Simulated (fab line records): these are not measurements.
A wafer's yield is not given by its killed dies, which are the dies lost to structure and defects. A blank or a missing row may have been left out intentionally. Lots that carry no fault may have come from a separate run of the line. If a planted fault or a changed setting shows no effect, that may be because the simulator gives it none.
fab line records	flow n5-finfet
record: lots: 7	wafers: 20	last-day: 17
route steps=1938 shown BEOL_M2@869 BEOL_M4@1111 PASSIVATION@1936
lots with no fault: from the same line, run without faults
start-h: hours from the record's first day to the start of the lot's first wafer shown	wait-h: hours elapsed since this lot's preceding step	" same as the row above	L1.1+2: several wafers, shown together as one row	- no value, or no start was given	* or withheld: withheld	< > ~ a bound
route shown NAME@n: a module of which the file shows steps, and the number in the route of the first	usual: average and standard deviation across the fault-free wafers	same: alike in all rows	chamber/n: place in a boat	sites: each site's reading	_std_site: standard deviation of those values	_edge_site: the outer-site mean with the inner-site mean subtracted	radius-mm: for every site, how far away it sits from the centre of the wafer	mask NAME#n: copy n	behind: tool/chamber where the wafer was last shaped	hold: why the lot was held/for how many hours/how that ended	device: names the non-switching transistor (n, p or np)	end of line: tests of these same wafers at the route's end	where a step has no rows: the recipe by itself	killed: the dies lost at the first sort to structure and to defects; this is not the yield of the wafer	map: per-die view of a wafer (x killed, . not killed, _ where there is no die)
set.NAME: the run value of the setting; set.NAME@STEP: its run value at that earlier step	model.NAME: the simulator's own value behind a step, which no gauge read
a table for each step, a row for each wafer; lots at some steps of the route
services: when a tool's chamber went out of use (start-h, in hours from the record's first day, below 0 if earlier), for how many hours, and the reason
== steps ==
step: N5_BEOL_M2_COAT_76
recipe: resist: underlayer	temp-c: 205	time-s: 60	spin-rpm: 1500	resist-thk-nm: 5
step: N5_BEOL_M2_COAT_22
recipe: resist: CAR-EUV	spin-rpm: 1500	resist-thk-nm: 30
step: N5_BEOL_M2_EBR_24
recipe: solvent: PGMEA	ebr-width-mm: 1.5
step: N5_BEOL_M2_SOFTBAKE_23
recipe: temp-c: 110	time-s: 60	resist: CAR-EUV
step: N5_BEOL_M2_EXPOSE_25
recipe: mask-id: V1	na: 0.33	source-shape: quasar	sigma-inner: 0.2	sigma-outer: 0.8	polarization: unpolarized	defocus-nm: 5	dose-mj: 63
step: N5_BEOL_M2_PEB_26
recipe: peb-temp-c: 100	peb-time-s: 60	resist: CAR-EUV
step: N5_BEOL_M2_DEVELOP_27
recipe: develop-time-s: 30	developer: TMAH	resist: CAR-EUV	rinse-liquid: surfactant-rinse	dry: air-spin	dev-temp-c: 23
step: N5_BEOL_M2_CD_MEAS_28
recipe: target-cd-nm: 26.2	landing-energy-ev: 500	detector: se-inlens	target-cd-y-nm: 24.1	polarity: opening
usual: cd-nm: 26.14/0.27
lot.wafer	tool	chamber	start-h	wait-h	cd-nm
L455.1	cd-sem-01	0	134.58	-	26.40
L455.2	"	0	"	"	26.07
L455.6	"	0	"	"	25.86
L463.1	cd-sem-01	0	196.59	-	26.12
L463.4	"	0	"	"	25.79
L465.2	cd-sem-01	0	201.17	-	25.94
L465.4	"	0	"	"	26.37
L465.6	"	0	"	"	26.29
L466.3	cd-sem-02	0	209.76	-	26.34
L466.4	"	0	"	"	26.16
L466.5	"	0	"	"	26.15
L468.3	cd-sem-03	0	220.19	-	26.17
L468.4	"	0	"	"	26.18
L468.6	"	0	"	"	26.39
L469.1	cd-sem-01	0	229.70	-	26.24
L469.2	"	0	"	"	25.75
L469.4	"	0	"	"	26.08
L471.1	cd-sem-03	0	242.27	-	26.23
L471.4	"	0	"	"	26.12
L471.6	"	0	"	"	26.53
step: N5_BEOL_M2_OVL_MEAS_29
recipe: points-per-wafer: 522
usual: V1_OVL: 0.1/0.73
lot.wafer	tool	chamber	start-h	wait-h	V1_OVL[nm]
L455.1	overlay-01	0	134.61	0.0	0.0
L455.2	"	0	"	"	-0.2
L455.6	"	0	"	"	1.0
L463.1	overlay-01	0	196.63	0.0	0.9
L463.4	"	0	"	"	1.7
L465.2	overlay-01	0	201.21	0.0	-1.7
L465.4	"	0	"	"	-0.9
L465.6	"	0	"	"	-1.0
L466.3	overlay-02	0	209.80	0.0	-1.6
L466.4	"	0	"	"	-0.7
L466.5	"	0	"	"	-0.6
L468.3	overlay-01	0	220.23	0.0	-0.5
L468.4	"	0	"	"	0.2
L468.6	"	0	"	"	0.2
L469.1	overlay-02	0	229.73	0.0	1.3
L469.2	"	0	"	"	0.1
L469.4	"	0	"	"	-0.5
L471.1	overlay-02	0	242.30	0.0	0.4
L471.4	"	0	"	"	0.2
L471.6	"	0	"	"	1.1
step: N5_BEOL_M2_INSPECT_30
recipe: mode: adi	inspect-instrument: brightfield
usual: raw-defect-count: 429/96
lot.wafer	tool	chamber	start-h	wait-h	raw-defect-count
L455.1	defect-inspect-02	-	134.67	0.1	445
L455.2	"	-	"	"	313
L455.6	"	-	"	"	296
L463.1	defect-inspect-02	-	196.68	0.1	472
L463.4	"	-	"	"	387
L465.2	defect-inspect-01	-	201.26	0.0	323
L465.4	"	-	"	"	441
L465.6	"	-	"	"	453
L466.3	defect-inspect-01	-	209.84	0.0	399
L466.4	"	-	"	"	408
L466.5	"	-	"	"	429
L468.3	defect-inspect-02	-	220.28	0.0	453
L468.4	"	-	"	"	572
L468.6	"	-	"	"	554
L469.1	defect-inspect-01	-	229.79	0.1	330
L469.2	"	-	"	"	382
L469.4	"	-	"	"	374
L471.1	defect-inspect-01	-	242.36	0.1	301
L471.4	"	-	"	"	283
L471.6	"	-	"	"	247
step: N5_BEOL_M2_DESCUM_33
recipe: chemistry: O2	time-s: 7	source-power-w: 50	bias-power-w: 20	pressure-mtorr: 20	rf-frequency-hz: 2.712e+07	temp-c: 40	resist: CAR-EUV	o2-flow-sccm: 225
usual: bias-power-w: 19.99/0.057	drypump-motor-current-A: 5.5/0.55	oes-product-au: 0.76/0.089	rf-vpp-V: 243.2/1.4	showerhead-plenum-p-Torr: 2.09/0.073	throttle-valve-pct: 20.36/0.29
lot.wafer	tool	chamber	start-h	wait-h	bias-power-w	drypump-motor-current-A	oes-product-au	rf-hours-counter-h	rf-vpp-V	showerhead-plenum-p-Torr	throttle-valve-pct
L455.1	rie-diel-05	2	134.70	0.0	19.98	6.2	0.71	183	243.1	1.99	20.68
L455.2	"	1	"	"	19.95	5.4	0.72	169	243.2	2.09	20.64
L455.6	"	1	"	"	19.99	5.4	0.72	-	244.2	2.09	20.64
L463.1	rie-diel-05	3	196.72	0.0	20.06	4.8	0.71	196	244.4	2.17	20.40
L463.4	"	2	"	"	19.98	6.3	0.70	202	242.0	1.98	20.70
L465.2	rie-diel-05	1	201.29	0.0	20.05	5.4	0.70	190	242.0	2.08	20.68
L465.4	"	0	"	"	19.97	5.2	0.68	193	242.7	2.06	20.05
L465.6	"	0	"	"	20.00	5.2	0.68	-	242.9	2.06	20.06
L466.3	rie-diel-05	1	209.88	0.0	19.95	5.4	0.70	193	243.4	2.08	20.70
L466.4	"	3	"	"	19.96	4.8	0.70	200	244.9	2.16	20.42
L466.5	"	3	"	"	19.87	4.8	0.71	-	243.4	2.16	20.42
L468.3	rie-diel-03	0	220.31	0.0	20.06	5.2	0.86	27	245.6	2.21	20.07
L468.4	"	2	"	"	19.85	4.7	0.97	7	243.5	2.06	20.09
L468.6	"	3	"	"	20.01	6.4	0.74	-	242.5	2.00	20.67
L469.1	rie-diel-03	3	229.93	0.1	20.01	6.4	0.74	149	242.8	2.00	20.69
L469.2	"	0	"	"	19.98	5.2	0.86	31	244.2	2.21	20.08
L469.4	"	2	"	"	20.02	4.7	0.97	10	242.1	2.06	20.10
L471.1	rie-diel-01	1	242.43	0.1	20.16	5.9	0.69	204	244.0	2.16	20.60
L471.4	"	0	"	"	19.93	6.0	0.67	234	244.6	2.19	20.73
L471.6	"	0	"	"	20.00	6.0	0.67	-	244.6	2.19	20.72
step: N5_BEOL_M2_ETCH_77
recipe: chemistry: N2/H2	target: underlayer	target-depth-a: 65	mask-material: CAR-EUV	time-s: 5.2	ion-energy-ev: 200	pressure-mtorr: 30	source-w: 840	bias-w: 150	n2-flow-sccm: 200	h2-flow-sccm: 200	ends: cleared
usual: drypump-motor-current-A: 5.5/0.55	etch-rf-on-time-s: 5.25/0.19	n2-flow-sccm: 200.1/0.64	oes-product-au: 0.65/0.075	rf-vpp-V: 523.5/2.8	showerhead-plenum-p-Torr: 2.53/0.086	throttle-valve-pct: 17.7/0.32
lot.wafer	tool	chamber	start-h	wait-h	drypump-motor-current-A	etch-rf-on-time-s	n2-flow-sccm	oes-product-au	rf-hours-counter-h	rf-vpp-V	showerhead-plenum-p-Torr	throttle-valve-pct
L455.1	rie-diel-05	2	134.73	0.0	6.2	5.11	200.4	0.61	183	518.0	2.44	18.2
L455.2	"	1	"	"	5.4	5.51	199.6	0.61	169	520.9	2.51	17.8
L455.6	"	1	"	"	5.4	5.49	199.0	0.61	-	522.7	2.51	17.8
L463.1	rie-diel-05	3	196.75	0.0	4.8	4.98	200.4	0.63	196	529.0	2.64	17.9
L463.4	"	2	"	"	6.2	5.17	200.4	0.59	202	522.8	2.43	18.2
L465.2	rie-diel-05	1	201.33	0.0	5.4	5.54	201.3	0.60	190	521.6	2.50	17.8
L465.4	"	0	"	"	5.2	5.56	199.6	0.58	193	525.3	2.51	17.5
L465.6	"	0	"	"	5.2	5.59	200.8	0.59	-	523.3	2.51	17.5
L466.3	rie-diel-05	1	209.91	0.0	5.4	5.42	200.3	0.60	193	522.8	2.50	17.8
L466.4	"	3	"	"	4.8	5.04	200.1	0.62	200	524.1	2.64	17.9
L466.5	"	3	"	"	4.8	5.01	199.5	0.61	-	527.2	2.64	17.9
L468.3	rie-diel-03	0	220.35	0.0	5.2	5.33	199.2	0.74	27	529.0	2.69	17.6
L468.4	"	2	"	"	4.7	5.09	200.1	0.82	7	523.7	2.51	17.5
L468.6	"	3	"	"	6.4	5.03	201.0	0.64	-	519.5	2.44	18.2
L469.1	rie-diel-03	3	229.96	0.0	6.5	5.14	200.9	0.64	149	519.2	2.44	18.2
L469.2	"	0	"	"	5.2	5.45	200.5	0.73	31	527.3	2.69	17.6
L469.4	"	2	"	"	4.7	5.16	199.9	0.81	10	524.4	2.50	17.6
L471.1	rie-diel-01	1	242.47	0.0	5.9	5.26	200.2	0.58	204	525.8	2.61	18.0
L471.4	"	0	"	"	6.0	5.41	201.0	0.57	234	526.5	2.62	18.0
L471.6	"	0	"	"	6.0	5.38	199.2	0.57	-	524.3	2.62	18.0
step: N5_BEOL_M2_ETCH_69
recipe: chemistry: CF4	target: SiARC	target-depth-a: 156	mask-material: CAR-EUV	time-s: 26	ion-energy-ev: 80	pressure-mtorr: 40	source-w: 545	bias-w: 36	Ar_flow_sccm: 100	cf4-flow-sccm: 100	ends: cleared
usual: drypump-motor-current-A: 5.5/0.55	etch-rf-on-time-s: 26.2/0.97	oes-product-au: 0.66/0.076	rf-vpp-V: 184.0/1.2	showerhead-plenum-p-Torr: 2.13/0.073	throttle-valve-pct: 15.55/0.26
lot.wafer	tool	chamber	start-h	wait-h	drypump-motor-current-A	etch-rf-on-time-s	oes-product-au	rf-hours-counter-h	rf-vpp-V	showerhead-plenum-p-Torr	throttle-valve-pct
L455.1	rie-diel-05	2	134.75	0.0	6.2	25.4	0.61	183	183.6	2.06	15.88
L455.2	"	1	"	"	5.4	27.6	0.61	169	183.8	2.11	15.64
L455.6	"	1	"	"	5.4	27.5	0.61	-	183.9	2.11	15.63
L463.1	rie-diel-05	3	196.77	0.0	4.8	25.0	0.62	196	185.2	2.22	15.66
L463.4	"	2	"	"	6.2	34.6	0.52	202	184.5	2.05	15.89
L465.2	rie-diel-05	1	201.35	0.0	5.4	27.5	0.60	190	184.0	2.10	15.67
L465.4	"	0	"	"	5.2	37.1	0.50	193	184.0	2.12	15.49
L465.6	"	0	"	"	5.2	27.1	0.60	-	183.6	2.12	15.49
L466.3	rie-diel-05	1	209.93	0.0	5.4	37.3	0.51	193	183.2	2.10	15.67
L466.4	"	3	"	"	4.8	34.3	0.52	201	183.8	2.21	15.68
L466.5	"	3	"	"	4.8	25.0	0.62	-	185.9	2.21	15.68
L468.3	rie-diel-03	0	220.36	0.0	5.2	26.8	0.73	27	185.3	2.29	15.37
L468.4	"	2	"	"	4.7	25.7	0.81	7	184.0	2.10	15.18
L468.6	"	3	"	"	6.4	25.1	0.65	-	183.5	2.06	15.87
L469.1	rie-diel-03	3	229.98	0.0	6.4	25.4	0.65	149	183.1	2.06	15.87
L469.2	"	0	"	"	5.2	26.8	0.73	31	187.1	2.29	15.37
L469.4	"	2	"	"	4.7	25.6	0.82	10	183.8	2.10	15.18
L471.1	rie-diel-01	1	242.49	0.0	5.9	26.2	0.60	204	183.2	2.20	15.76
L471.4	"	0	"	"	6.0	26.5	0.58	234	185.2	2.18	15.70
L471.6	"	0	"	"	6.0	26.6	0.58	-	185.5	2.18	15.68
step: N5_BEOL_M2_ALD_98
recipe: material: SiO2	target-thk-a: 25	temp-c: 100	ald-precursor-family: BDEAS	ald-co-reactant: O2-plasma	pulse-time-s: 1	co-reactant-pulse-time-s: 1	purge-time-s: 2	co-reactant-purge-time-s: 2	ald-cycles: 17	pressure-torr: 2
usual: chamber-pressure-Torr: 2.000/0.0042	heater-power-w: 80/7.6	precursor-pulse-height-rel: 0.998/0.019
same: co-reactant-purge-time-s: 2
lot.wafer	tool	chamber	start-h	wait-h	chamber-pressure-Torr	heater-power-w	precursor-pulse-height-rel
L455.1	ald-sin-04	3	134.96	0.2	2.008	88	1.005
L455.2	"	1	"	"	2.003	77	1.019
L455.6	"	2	"	"	1.994	72	0.996
L463.1	ald-sin-03	2	196.85	0.1	2.003	93	0.969
L463.4	"	3	"	"	1.998	78	1.035
L465.2	ald-sin-03	1	201.49	0.1	1.998	81	0.971
L465.4	"	2	"	"	2.005	91	1.031
L465.6	"	0	"	"	2.001	75	0.976
L466.3	ald-sin-01	0	210.07	0.1	1.995	79	0.979
L466.4	"	3	"	"	2.002	72	1.011
L466.5	"	2	"	"	1.996	64	1.022
L468.3	ald-sin-01	2	220.45	0.1	1.996	64	1.002
L468.4	"	0	"	"	2.003	81	1.008
L468.6	"	1	"	"	1.996	83	1.005
L469.1	ald-sin-03	0	230.06	0.1	2.002	78	1.036
L469.2	"	3	"	"	1.999	79	1.012
L469.4	"	2	"	"	1.999	92	0.993
L471.1	ald-sin-01	3	242.57	0.1	2.004	72	0.988
L471.4	"	0	"	"	2.007	80	1.004
L471.6	"	3	"	"	2.008	71	0.995
step: N5_BEOL_M4_RC_MEAS_101
usual: DIBL_N: 37.0/2.3	DIBL_P: 37.3/2.8	IOFF_N: 0.17/0.046	IOFF_P: 0.23/0.054	ION_N: 675/14	ION_P: 460/9.3	SS_N: 71.7/0.73	SS_P: 73.6/0.95	VT_N: 249/3.9	VT_P: -250/3.9
lot.wafer	tool	chamber	start-h	wait-h	DIBL_N[mV/V]	DIBL_P[mV/V]	IOFF_N[nA/um]	IOFF_P[nA/um]	ION_N[uA/um]	ION_P[uA/um]	SS_N[mV/dec]	SS_P[mV/dec]	VT_N[mV]	VT_P[mV]
L455.1	prober-02	0	170.00	0.0	40.2	42.0	0.27	0.32	706	481	72.6	74.6	245	-245
L455.2	"	0	"	"	35.6	35.0	0.15	0.19	676	458	71.8	73.1	253	-250
L455.6	"	0	"	"	37.1	38.5	0.18	0.24	672	461	71.9	74.4	248	-250
L463.1	prober-02	0	222.25	0.0	41.1	40.8	0.26	0.35	680	466	73.5	75.3	245	-241
L463.4	"	0	"	"	34.0	33.0	0.12	0.19	646	451	71.2	71.9	252	-250
L465.2	prober-01	0	235.57	0.2	37.3	37.4	0.15	0.23	662	455	71.4	74.5	252	-248
L465.4	"	0	"	"	36.2	34.4	0.14	0.17	664	452	71.6	72.6	253	-254
L465.6	"	0	"	"	36.7	35.2	0.15	0.18	662	457	71.8	72.4	250	-251
L466.3	prober-02	0	248.51	0.3	36.3	37.7	0.16	0.24	667	464	71.0	73.4	248	-247
L466.4	"	0	"	"	34.2	34.5	0.13	0.20	659	461	70.2	73.1	251	-249
L466.5	"	0	"	"	38.9	40.7	0.24	0.32	700	478	71.8	74.5	243	-243
L469.1	prober-01	0	275.30	0.0	38.0	38.8	0.17	0.22	671	458	71.5	73.4	249	-253
L469.2	"	0	"	"	36.8	37.0	0.16	0.20	687	464	71.2	73.2	249	-253
L469.4	"	0	"	"	38.4	38.4	0.18	0.21	684	464	72.2	73.4	248	-252
L468.3	prober-01	0	281.14	0.3	38.5	37.5	0.20	0.25	667	458	72.4	74.2	248	-251
L468.4	"	0	"	"	36.1	36.0	0.15	0.22	680	468	71.8	72.6	248	-246
L468.6	"	0	"	"	39.4	38.4	0.20	0.25	664	449	73.3	74.2	250	-249
L471.1	prober-02	0	286.19	0.0	34.0	33.0	0.11	0.15	656	446	70.9	72.6	256	-254
L471.4	"	0	"	"	37.0	35.2	0.14	0.18	670	451	71.3	73.5	254	-254
L471.6	"	0	"	"	34.7	32.4	0.11	0.15	649	447	71.2	72.7	256	-255
step: N5_PASSIVATION_PROBE_49
usual: defect-limited-yield: 91.5/1.3	killed_at_M0_to_M3: 36/10	killed_at_M4_up: 13/4.7	killed-at-contacts: 13/6.7	killed-at-front-end: 37/9.7	killed-at-other: 2.6/2.3	killed-dies: 101/15	killed-open: 67/12	killed-short: 32/6.7	sort_bin_5_function: 5.0/0.89	sort_bin_6_memory: 3.2/0.63	sort_bin_8_speed: 0.01/0.03	sort-n-pass: 1079/16	sort-yield-pct: 91.4/1.4
same: gross-dies: 1180	killed-at-back-side: 0	sort_bin_4_leakage[%]: 0
lot.wafer	tool	chamber	start-h	wait-h	defect-limited-yield[%]	killed_at_M0_to_M3	killed_at_M4_up	killed-at-contacts	killed-at-front-end	killed-at-other	killed-dies	killed-open	killed-short	sort_bin_5_function[%]	sort_bin_6_memory[%]	sort_bin_8_speed[%]	sort-n-pass	sort-yield-pct[%]
L455.1	prober-02	-	285.33	0.0	91.9	48	17	4	24	3	96	50	45	4.4	3.2	0	1084	91.9
L455.2	prober-02	-	285.38	0.1	90.6	66	14	6	24	1	111	79	32	5.5	3.9	0	1069	90.6
L455.6	prober-02	-	285.58	0.3	90.6	50	4	14	42	1	111	67	44	4.6	4.4	0	1069	90.6
L463.1	prober-02	-	335.82	0.0	91.7	33	13	12	38	2	98	65	27	5.5	2.7	0	1082	91.7
L463.4	prober-02	-	335.97	0.2	92.5	31	6	8	42	2	89	64	25	4.7	2.8	0.25	1088	92.2
L465.2	prober-02	-	349.44	0.1	89.7	48	16	23	34	0	121	82	37	6.0	3.8	0	1059	89.7
L465.4	prober-02	-	349.54	0.2	91.5	34	21	15	28	2	100	68	30	4.0	4.1	0	1080	91.5
L465.6	prober-02	-	349.64	0.3	90.0	34	22	17	44	1	118	71	31	5.5	3.1	0	1062	90.0
L466.3	prober-01	-	364.15	0.1	90.8	45	11	7	42	3	108	71	35	5.8	3.2	0	1072	90.8
L466.4	prober-01	-	364.20	0.2	90.8	53	8	13	32	3	109	69	38	5.9	3.1	0	1071	90.8
L466.5	prober-01	-	364.25	0.2	91.4	30	12	8	48	4	102	62	38	4.7	3.8	0	1078	91.4
L469.1	prober-01	-	383.11	0.0	93.3	19	9	24	20	7	79	44	35	4.2	2.5	0	1101	93.3
L469.2	prober-01	-	383.16	0.1	90.7	36	9	24	33	8	110	70	40	4.9	4.1	0	1070	90.7
L469.4	prober-01	-	383.26	0.2	91.2	20	13	33	33	5	104	79	24	5.1	3.3	0	1076	91.2
L468.3	prober-01	-	386.76	0.1	88.1	52	16	23	48	2	141	98	41	6.8	4.7	0	1039	88.1
L468.4	prober-01	-	386.81	0.2	89.6	43	8	17	55	0	123	81	42	6.5	3.4	0	1057	89.6
L468.6	prober-01	-	386.91	0.3	92.3	37	11	11	31	1	91	61	24	3.8	3.3	0	1089	92.3
L471.1	prober-02	-	397.98	0.0	91.5	26	8	11	54	1	100	72	25	4.2	3.8	0	1080	91.5
L471.4	prober-02	-	398.13	0.2	91.9	35	11	9	39	2	96	66	27	5.4	2.2	0	1084	91.9
L471.6	prober-02	-	398.23	0.3	92.1	39	9	12	33	0	93	68	25	4.7	3.0	0	1087	92.1
killed by level:class
L455.1 BEOL_M0_SAQP:geometric-particle:short=12 FIN_SAQP:geometric-particle:short=11 BEOL_M0_SAQP:geometric-particle:open=11 BEOL_M4:geometric-particle:open=9 BEOL_M1:geometric-particle:open=9 BEOL_M3:geometric-particle:short=6 BEOL_M1:geometric-particle:short=5 BEOL_M3:geometric-particle:open=4
L455.2 BEOL_M0_SAQP:geometric-particle:open=16 BEOL_M3:geometric-particle:open=14 BEOL_M0_SAQP:geometric-particle:short=11 BEOL_M1:geometric-particle:open=11 FIN_SAQP:geometric-particle:open=7 BEOL_M2:geometric-particle:open=6 MOL_CONTACT_COAG:geometric-particle:open=5 FIN_SAQP:geometric-particle:short=4
L455.6 FIN_SAQP:geometric-particle:short=20 BEOL_M3:geometric-particle:open=18 MOL_CONTACT_COAG:geometric-particle:open=11 BEOL_M0_SAQP:geometric-particle:short=11 BEOL_M0_SAQP:geometric-particle:open=9 FIN_SAQP:geometric-particle:open=8 BEOL_M1:geometric-particle:open=6 STI_FIN_REVEAL:geometric-particle:open=4
L463.1 STI_FIN_REVEAL:geometric-particle:open=9 BEOL_M1:geometric-particle:open=9 MOL_CONTACT_COAG:geometric-particle:open=8 BEOL_M0_SAQP:geometric-particle:open=6 FIN_CUT:area-etch=6 DUMMY_GATE:geometric-particle:open=5 BEOL_M0_SAQP:geometric-particle:short=5 FIN_SAQP:geometric-particle:short=4
L463.4 STI_FIN_REVEAL:geometric-particle:open=13 BEOL_M1:geometric-particle:open=10 FIN_SAQP:geometric-particle:open=9 FIN_SAQP:geometric-particle:short=7 MOL_CONTACT_COAG:geometric-particle:open=7 BEOL_M0_SAQP:geometric-particle:short=7 GATE_CUT:geometric-particle:short=6 BEOL_M0_SAQP:geometric-particle:open=6
L465.2 MOL_CONTACT_COAG:geometric-particle:open=17 STI_FIN_REVEAL:geometric-particle:open=14 BEOL_M0_SAQP:geometric-particle:short=12 BEOL_M0_SAQP:geometric-particle:open=11 BEOL_M4:geometric-particle:open=8 BEOL_M3:geometric-particle:open=8 MOL_CONTACT_COAG:geometric-particle:short=6 STI_FIN_REVEAL:geometric-particle:short=4
L465.4 MOL_CONTACT_COAG:geometric-particle:open=10 BEOL_M0_SAQP:geometric-particle:short=9 BEOL_M3:geometric-particle:open=9 STI_FIN_REVEAL:geometric-particle:open=8 BEOL_M4:geometric-particle:open=8 BEOL_M2:geometric-particle:open=6 DUMMY_GATE:geometric-particle:open=5 MOL_CONTACT_COAG:geometric-particle:short=4
L465.6 BEOL_M4:geometric-particle:open=16 MOL_CONTACT_COAG:geometric-particle:open=14 HKMG_FIN:area-etch=10 STI_FIN_REVEAL:geometric-particle:open=8 BEOL_M2:geometric-particle:open=7 BEOL_M2:geometric-particle:short=6 BEOL_M1:geometric-particle:open=5 BEOL_M0_SAQP:geometric-particle:open=4
L466.3 BEOL_M0_SAQP:geometric-particle:open=13 BEOL_M0_SAQP:geometric-particle:short=12 FIN_SAQP:geometric-particle:open=11 DUMMY_GATE:geometric-particle:open=8 MOL_CONTACT_COAG:geometric-particle:open=7 BEOL_M1:geometric-particle:open=7 FIN_SAQP:geometric-particle:short=6 GATE_CUT:geometric-particle:open=5
L466.4 BEOL_M0_SAQP:geometric-particle:open=20 BEOL_M0_SAQP:geometric-particle:short=13 MOL_CONTACT_COAG:geometric-particle:open=11 BEOL_M1:geometric-particle:open=7 BEOL_M2:geometric-particle:open=6 FIN_SAQP:geometric-particle:short=5 STI_FIN_REVEAL:geometric-particle:open=5 FIN_SAQP:geometric-particle:open=4
L466.5 FIN_SAQP:geometric-particle:open=10 BEOL_M0_SAQP:geometric-particle:short=9 BEOL_M4:geometric-particle:open=8 DUMMY_GATE:geometric-particle:open=7 STI_FIN_REVEAL:geometric-particle:open=6 BEOL_M0_SAQP:geometric-particle:open=6 BEOL_M1:geometric-particle:open=5 STARTING-WAFER:geometric-particle:open=5
L469.1 MOL_CONTACT_COAG:geometric-particle:open=16 MOL_CONTACT_COAG:geometric-particle:short=8 FIN_SAQP:geometric-particle:short=6 BEOL_M0_SAQP:geometric-particle:open=5 FIN_SAQP:geometric-particle:open=3 STI_FIN_REVEAL:geometric-particle:short=3 BEOL_M0_SAQP:geometric-particle:short=3 BEOL_M3:geometric-particle:open=3
L469.2 MOL_CONTACT_COAG:geometric-particle:open=17 FIN_SAQP:geometric-particle:open=13 FIN_SAQP:geometric-particle:short=10 MOL_CONTACT_COAG:geometric-particle:short=7 BEOL_M0_SAQP:geometric-particle:open=7 BEOL_M3:geometric-particle:open=7 BEOL_M0_SAQP:geometric-particle:short=6 BEOL_M2:geometric-particle:open=6
L469.4 MOL_CONTACT_COAG:geometric-particle:open=30 FIN_SAQP:geometric-particle:open=12 FIN_SAQP:geometric-particle:short=9 BEOL_M1:geometric-particle:open=8 BEOL_M4:geometric-particle:open=8 BEOL_M3:geometric-particle:open=6 BEOL_M6:geometric-particle:open=4 PASS1_CAP:geometric-particle:short=4
L468.3 MOL_CONTACT_COAG:geometric-particle:open=21 STI_FIN_REVEAL:geometric-particle:open=14 BEOL_M0_SAQP:geometric-particle:open=12 BEOL_M0_SAQP:geometric-particle:short=8 BEOL_M1:geometric-particle:open=8 BEOL_M2:geometric-particle:open=8 FIN_SAQP:geometric-particle:open=7 FIN_SAQP:geometric-particle:short=7
L468.4 STI_FIN_REVEAL:geometric-particle:open=13 BEOL_M0_SAQP:geometric-particle:short=13 FIN_SAQP:geometric-particle:short=12 FIN_SAQP:geometric-particle:open=12 BEOL_M0_SAQP:geometric-particle:open=12 MOL_CONTACT_COAG:geometric-particle:open=11 MOL_CONTACT_COAG:geometric-particle:short=6 BEOL_M1:geometric-particle:open=6
L468.6 MOL_CONTACT_COAG:geometric-particle:open=9 BEOL_M0_SAQP:geometric-particle:open=9 BEOL_M0_SAQP:geometric-particle:short=8 STI_FIN_REVEAL:geometric-particle:open=7 BEOL_M3:geometric-particle:open=7 HKMG_FIN:area-etch=5 BEOL_M0:geometric-particle:open=4 BEOL_M2:geometric-particle:open=4
L471.1 FIN_SAQP:geometric-particle:open=24 MOL_CONTACT_COAG:geometric-particle:open=9 FIN_SAQP:geometric-particle:short=7 BEOL_M0:geometric-particle:open=6 BEOL_M1:geometric-particle:open=6 DUMMY_GATE:geometric-particle:open=5 BEOL_M0_SAQP:geometric-particle:short=5 STI_FIN_REVEAL:geometric-particle:open=4
L471.4 DUMMY_GATE:geometric-particle:open=11 MOL_CONTACT_COAG:geometric-particle:open=7 BEOL_M0_SAQP:geometric-particle:open=7 BEOL_M3:geometric-particle:open=7 FIN_SAQP:geometric-particle:open=6 BEOL_M0_SAQP:geometric-particle:short=6 BEOL_M1:geometric-particle:open=5 BEOL_M4:geometric-particle:open=5
L471.6 BEOL_M3:geometric-particle:open=10 MOL_CONTACT_COAG:geometric-particle:open=9 BEOL_M0:geometric-particle:open=8 STI_FIN_REVEAL:geometric-particle:open=7 BEOL_M1:geometric-particle:open=6 FIN_SAQP:geometric-particle:open=5 BEOL_M0_SAQP:geometric-particle:short=5 FIN_SAQP:geometric-particle:short=4
== services ==
tool	chamber	start-h	hours	kind
rie-diel-01	2	119.57	-	clean
rie-diel-01	2	119.57	-	consumable-replace:focus-ring
rie-diel-01	2	119.57	-	consumable-replace:showerhead
rie-diel-01	2	119.57	18.6	scheduled-down
rie-diel-01	2	119.57	18.6	vent-cycle
rie-diel-03	0	123.05	-	clean
rie-diel-03	0	123.05	-	consumable-replace:focus-ring
rie-diel-03	0	123.05	-	consumable-replace:showerhead
rie-diel-03	0	123.05	20.3	scheduled-down
rie-diel-03	0	123.05	20.3	vent-cycle
ald-sin-03	2	128.68	2.9	repair
ald-sin-04	-	143.80	6.1	pm
ald-sin-01	1	150.80	4.8	repair
ald-sin-01	3	162.13	2.0	repair
ald-sin-03	3	163.57	4.5	repair
ald-sin-01	-	177.72	14.0	pm
rie-diel-03	2	183.21	-	clean
rie-diel-03	2	183.21	-	consumable-replace:focus-ring
rie-diel-03	2	183.21	17.9	scheduled-down
rie-diel-03	2	183.21	17.9	vent-cycle
ald-sin-01	-	193.89	14.6	pm
rie-diel-05	3	226.98	4.9	repair
rie-diel-01	2	234.02	5.6	repair
rie-diel-05	2	241.81	11.7	repair
== key ==
first-sign: step: N5_BEOL_M2_ETCH_69	reading: etch-rf-on-time-s	direction: up	sigmas: 10	usual: *	struck: *
effect: step: N5_BEOL_M2_ETCH_69	reading: oes-product-au	direction: down	sigmas: 1.9	usual: 0.66	struck: 0.51
met-at N5_BEOL_M2_ETCH_69
struck-wafers L463.4,L465.4,L466.3,L466.4
baseline-loss: step: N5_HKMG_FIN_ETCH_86	wafers: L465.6
onset-between 134.75 196.77
fault: kind: process-parameter-drift	tool: rie-diel-05	chamber: -	onset-h: 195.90	steps: N5_BEOL_M2_ETCH_69	channel: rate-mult	offset: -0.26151	shape: step	end-h: 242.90	scope: struck-wafers-only
baseline-loss: these wafers lose ten dies or more at that step, a loss of the line's own and not of a fault; the sort's usual values leave them out
